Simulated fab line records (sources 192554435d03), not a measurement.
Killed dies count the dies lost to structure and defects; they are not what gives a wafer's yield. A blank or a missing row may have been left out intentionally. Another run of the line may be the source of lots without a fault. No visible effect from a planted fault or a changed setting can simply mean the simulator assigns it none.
Matching of chambers | flow n5_finfet | pecvd-03 running N5_BEOL_M4_DEP_57: 3 sister chambers
The step deposits SiCN from 3MS/NH3, target thk 8 nm, time 14 s. 22 wafers are shown with their chamber, then 11 later ones without.

## WAFERS WITH THEIR CHAMBER
wafer  | chamber | showerhead_plenum_p_Torr (Torr) | throttle_valve_pct (%)
L076.2 | 1       | 3.673                           | 9.2
L076.4 | 1       | 3.674                           | 9.1
L076.5 | 2       | 3.687                           | 8.4
L078.1 | 1       | 3.668                           | 9.3
L078.3 | 2       | 3.680                           | 8.5
L078.5 | 1       | 3.666                           | 9.3
L080.1 | 0       | 3.620                           | 9.0
L080.3 | 1       | 3.667                           | 9.3
L080.4 | 0       | 3.620                           | 8.9
L081.1 | 1       | 3.675                           | 9.1
L081.2 | 0       | 3.622                           | 8.9
L081.5 | 0       | 3.613                           | 9.1
L082.1 | 1       | 3.664                           | 9.3
L082.3 | 1       | 3.679                           | 9.6
L082.4 | 0       | 3.620                           | 9.1
L084.1 | 1       | 3.675                           | 9.3
L084.3 | 2       | 3.685                           | 8.2
L084.4 | 2       | 3.687                           | 7.6
L085.3 | 0       | 3.620                           | 8.9
L085.4 | 0       | 3.631                           | 8.6
L085.6 | 1       | 3.678                           | 9.3
L090.1 | 2       | 3.688                           | 8.3

SIGNATURES (averages over the wafers above)
reading                  | chamber 0 | chamber 1 | chamber 2 | scatter within a chamber
showerhead_plenum_p_Torr | 3.62086   | 3.67190   | 3.68540   | 0.00491
throttle_valve_pct       | 8.929     | 9.280     | 8.200     | 0.212
Rule: a wafer's distance from a chamber is the root of the sum, over the readings, of the square of ((its reading less the chamber's mean) divided by the reading's scatter). If the next closest chamber is less than 2 further off than the closest, the wafer can't be placed; otherwise it belongs to the closest. How the scatter is found: for the shown wafers, subtract from each reading the mean of its chamber, square and add these, divide the total by (wafers less chambers), then take the root.

## WAFERS WITHOUT THEIR CHAMBER
wafer  | showerhead_plenum_p_Torr (Torr) | throttle_valve_pct (%)
L090.2 | 3.620                           | 9.1
L090.4 | 3.680                           | 8.2
L094.1 | 3.679                           | 8.3
L094.3 | 3.676                           | 9.3
L094.4 | 3.672                           | 9.4
L095.1 | 3.673                           | 9.3
L095.2 | 3.686                           | 8.1
L095.5 | 3.678                           | 8.3
L096.1 | 3.688                           | 8.0
L096.5 | 3.622                           | 9.1
L096.6 | 3.663                           | 9.3

## THE CHAMBER EACH PASSED THROUGH
wafer  | from the rows above | in truth
L090.2 | 0                   | 0
L090.4 | 2                   | 2
L094.1 | 2                   | 2
L094.3 | 1                   | 1
L094.4 | 1                   | 1
L095.1 | 1                   | 1
L095.2 | 2                   | 2
L095.5 | 2                   | 2
L096.1 | 2                   | 2
L096.5 | 0                   | 0
L096.6 | 1                   | 1
Correct placement for 11 of the 11. From these rows, 0 cannot be placed. Wrongly placed: 0.
